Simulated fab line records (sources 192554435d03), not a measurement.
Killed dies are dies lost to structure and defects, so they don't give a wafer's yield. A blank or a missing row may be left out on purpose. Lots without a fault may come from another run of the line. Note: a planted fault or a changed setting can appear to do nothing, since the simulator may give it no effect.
Split-lot experiment :: flow n5_finfet :: 21 wafers read across 7 lots, on a route 1938 steps long

== THE SPLIT ==
At N5_BEOL_M7_ETCH_41 (etches SiCN in CH3F/O2, target depth 31.9 nm, time 57.8 s), the setting bias_w was moved away from the recipe's 75 W on 8 of the 21 wafers read, by -15.3% to +9.8%. The other wafers ran this setting at the recipe's value.

The reading comes from the split's own step.

== THE READING ==
rf_vpp_V, in V, at N5_BEOL_M7_ETCH_41 (etches SiCN in CH3F/O2, target depth 31.9 nm, time 57.8 s). Fault-free wafers of this fab line usually give 297.6 V, standard deviation 1.5 V.

wafer: L079.2
tool, chamber at the split: rie_diel-05, 0
bias_w as run, W: 79.65
against the recipe: +6.2%
rf_vpp_V, V: 309.7
against lot-mates on the recipe: +14.1

wafer: L079.5
tool, chamber at the split: rie_diel-05, 3
bias_w as run, W: 75
against the recipe: recipe
rf_vpp_V, V: 294.9
against lot-mates on the recipe: -

wafer: L079.6
tool, chamber at the split: rie_diel-05, 2
bias_w as run, W: 75
against the recipe: recipe
rf_vpp_V, V: 296.3
against lot-mates on the recipe: -

wafer: L080.1
tool, chamber at the split: rie_diel-05, 1
bias_w as run, W: 81.4
against the recipe: +8.5%
rf_vpp_V, V: 314.6
against lot-mates on the recipe: +18.7

wafer: L080.5
tool, chamber at the split: rie_diel-05, 1
bias_w as run, W: 81.4
against the recipe: +8.5%
rf_vpp_V, V: 313.6
against lot-mates on the recipe: +17.7

wafer: L080.6
tool, chamber at the split: rie_diel-05, 2
bias_w as run, W: 75
against the recipe: recipe
rf_vpp_V, V: 295.9
against lot-mates on the recipe: -

wafer: L083.1
tool, chamber at the split: rie_diel-05, 2
bias_w as run, W: 75
against the recipe: recipe
rf_vpp_V, V: 294.8
against lot-mates on the recipe: -

wafer: L083.2
tool, chamber at the split: rie_diel-05, 0
bias_w as run, W: 81.42
against the recipe: +8.6%
rf_vpp_V, V: 316.2
against lot-mates on the recipe: +19.7

wafer: L083.4
tool, chamber at the split: rie_diel-05, 1
bias_w as run, W: 75
against the recipe: recipe
rf_vpp_V, V: 298.1
against lot-mates on the recipe: -

wafer: L088.2
tool, chamber at the split: rie_diel-02, 0
bias_w as run, W: 75
against the recipe: recipe
rf_vpp_V, V: 297.5
against lot-mates on the recipe: -

wafer: L088.3
tool, chamber at the split: rie_diel-02, 2
bias_w as run, W: 75
against the recipe: recipe
rf_vpp_V, V: 297.1
against lot-mates on the recipe: -

wafer: L088.5
tool, chamber at the split: rie_diel-02, 1
bias_w as run, W: 82.34
against the recipe: +9.8%
rf_vpp_V, V: 314.6
against lot-mates on the recipe: +17.3

wafer: L092.2
tool, chamber at the split: rie_diel-02, 1
bias_w as run, W: 75
against the recipe: recipe
rf_vpp_V, V: 296.8
against lot-mates on the recipe: -

wafer: L092.5
tool, chamber at the split: rie_diel-02, 2
bias_w as run, W: 75
against the recipe: recipe
rf_vpp_V, V: 299.0
against lot-mates on the recipe: -

wafer: L092.6
tool, chamber at the split: rie_diel-02, 3
bias_w as run, W: 75
against the recipe: recipe
rf_vpp_V, V: 299.5
against lot-mates on the recipe: -

wafer: L095.1
tool, chamber at the split: rie_diel-02, 1
bias_w as run, W: 63.51
against the recipe: -15.3%
rf_vpp_V, V: 268.4
against lot-mates on the recipe: -28.9

wafer: L095.3
tool, chamber at the split: rie_diel-02, 0
bias_w as run, W: 63.51
against the recipe: -15.3%
rf_vpp_V, V: 269.6
against lot-mates on the recipe: -27.7

wafer: L095.6
tool, chamber at the split: rie_diel-02, 0
bias_w as run, W: 75
against the recipe: recipe
rf_vpp_V, V: 297.3
against lot-mates on the recipe: -

wafer: L097.2
tool, chamber at the split: rie_diel-04, 3
bias_w as run, W: 75
against the recipe: recipe
rf_vpp_V, V: 297.0
against lot-mates on the recipe: -

wafer: L097.3
tool, chamber at the split: rie_diel-04, 0
bias_w as run, W: 63.77
against the recipe: -15.0%
rf_vpp_V, V: 269.1
against lot-mates on the recipe: -28.9

wafer: L097.6
tool, chamber at the split: rie_diel-04, 1
bias_w as run, W: 75
against the recipe: recipe
rf_vpp_V, V: 299.1
against lot-mates on the recipe: -

THE FIT
A straight line over all 21 wafers: rf_vpp_V changes by +1.9 V for each +1% of bias_w; r = +0.99; the points scatter about the line by 1.4 V.
The same after taking each lot's own level away (the mean of its wafers on the recipe; 21 wafers): +1.95 V for each +1%; r = +1.00; scatter 1.4 V.
That fit puts the effect of the largest move of bias_w on the reading at 30 V.
From 295.60 to 298.43 V: that is the span of the lots' own levels, equal to 1.9 times the standard deviation above.
The two slopes agree, so the slope changes little with the lot-to-lot level.
Check: with one of the wafers moved furthest among these (-15.3%) left out of the fit, the line predicts -29.5 V for it against its lot-mates. It came out at -28.9 V against them.
Tool readings at the split's step, against how far the setting was moved: rf_vpp_V r = +0.99.

== THE OTHER SPLITS THESE WAFERS WENT THROUGH ==
These wafers also went through other splits before the reading. Each is held against what the fit with the lots' levels taken away leaves over:
other split on the same wafers: N5_BEOL_M7_ILD_DEP_00 time_s
wafers away from the commonest value: 4
r with rf_vpp_V (lot level and that fit taken away): -0.22

== THE FILE'S OWN FIT ==
rf_vpp_V changes by +1.96 V for each +1% of bias_w, r = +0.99.
